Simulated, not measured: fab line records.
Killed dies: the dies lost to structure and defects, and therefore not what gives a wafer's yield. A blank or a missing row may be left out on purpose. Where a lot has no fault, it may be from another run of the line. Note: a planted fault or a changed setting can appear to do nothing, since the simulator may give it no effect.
Chamber matching -- flow n5 finfet -- 4 sister chambers for N5_SDB_CMP_30 on cmp-03
The step polishes, stops on poly-Si, t overpolish 1.54 s, target thk 30 nm. 22 wafers are shown with their chamber, then 11 later ones without.

## WAFERS, EACH WITH ITS CHAMBER
wafer,chamber,time to endpoint s (s),slurry filter dp kPa (kPa),motor current A (A)
L074.2,1,16.1,13.42,12.4
L074.4,2,19.2,13.53,12.8
L074.6,3,17.9,13.71,12.2
L082.3,0,11.4,13.36,11.9
L082.5,2,17.5,13.50,12.1
L082.6,1,14.0,13.55,11.8
L084.1,2,19.6,13.70,12.1
L084.3,3,19.5,13.41,12.2
L084.4,1,17.1,13.27,12.5
L085.2,0,17.1,13.32,11.8
L085.3,1,19.0,13.42,11.9
L085.6,1,19.0,13.47,12.2
L087.2,0,17.0,13.68,11.7
L087.4,3,18.7,13.57,12.1
L087.6,0,15.1,13.25,12.2
L088.2,3,19.3,13.58,12.2
L088.4,2,20.2,13.50,11.8
L088.6,0,16.4,13.59,12.0
L089.1,2,15.8,13.36,12.0
L089.4,3,18.2,13.80,12.2
L089.6,1,17.9,13.60,11.9
L090.2,0,13.1,13.38,11.8

SIGNATURES (averages over the wafers above)
reading,chamber 0,chamber 1,chamber 2,chamber 3,scatter within a chamber
time to endpoint s,15.017,17.183,18.460,18.720,1.83
slurry filter dp kPa,13.4300,13.4550,13.5180,13.6140,0.14
motor current A,11.900,12.117,12.160,12.180,0.255
Rule: for each reading, subtract the chamber's mean from the wafer's reading, divide by that reading's scatter and square the result; add these up over the readings and take the root, which gives the wafer's distance from the chamber. The wafer belongs to the nearest chamber; if the next one is less than 2 further off, it can't be placed. The scatter: the root of (the sum of the squares of (reading less its chamber's mean) over the shown wafers, divided by (wafers less chambers)).

## WAFERS WITHOUT THEIR CHAMBER
wafer,time to endpoint s (s),slurry filter dp kPa (kPa),motor current A (A)
L090.4,17.8,13.61,12.5
L090.6,14.7,13.52,12.1
L091.3,18.5,13.75,12.6
L091.4,16.3,13.40,12.1
L091.6,15.3,13.49,12.1
L093.4,12.9,13.57,11.2
L093.5,17.9,13.59,12.1
L093.6,18.6,13.54,12.1
L096.2,12.4,13.21,11.9
L096.4,20.6,13.31,11.9
L096.5,15.1,13.31,11.8

## CHAMBER TAKEN BY EACH
wafer,from the rows above,in truth
L090.4,can't be placed: 3 or 2 or 1 or 0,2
L090.6,can't be placed: 0 or 1 or 2 or 3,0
L091.3,can't be placed: 3 or 2 or 1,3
L091.4,can't be placed: 1 or 0 or 2 or 3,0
L091.6,can't be placed: 0 or 1 or 2 or 3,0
L093.4,can't be placed: 0 or 1 or 2 or 3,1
L093.5,can't be placed: 3 or 2 or 1 or 0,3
L093.6,can't be placed: 2 or 3 or 1 or 0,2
L096.2,can't be placed: 0 or 1 or 2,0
L096.4,can't be placed: 2 or 1 or 3 or 0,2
L096.5,can't be placed: 0 or 1 or 2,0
Correct placement for 0 of the 11. From these rows, 11 cannot be placed; in 11 the true chamber is one of the candidates. Number placed wrongly: 0.
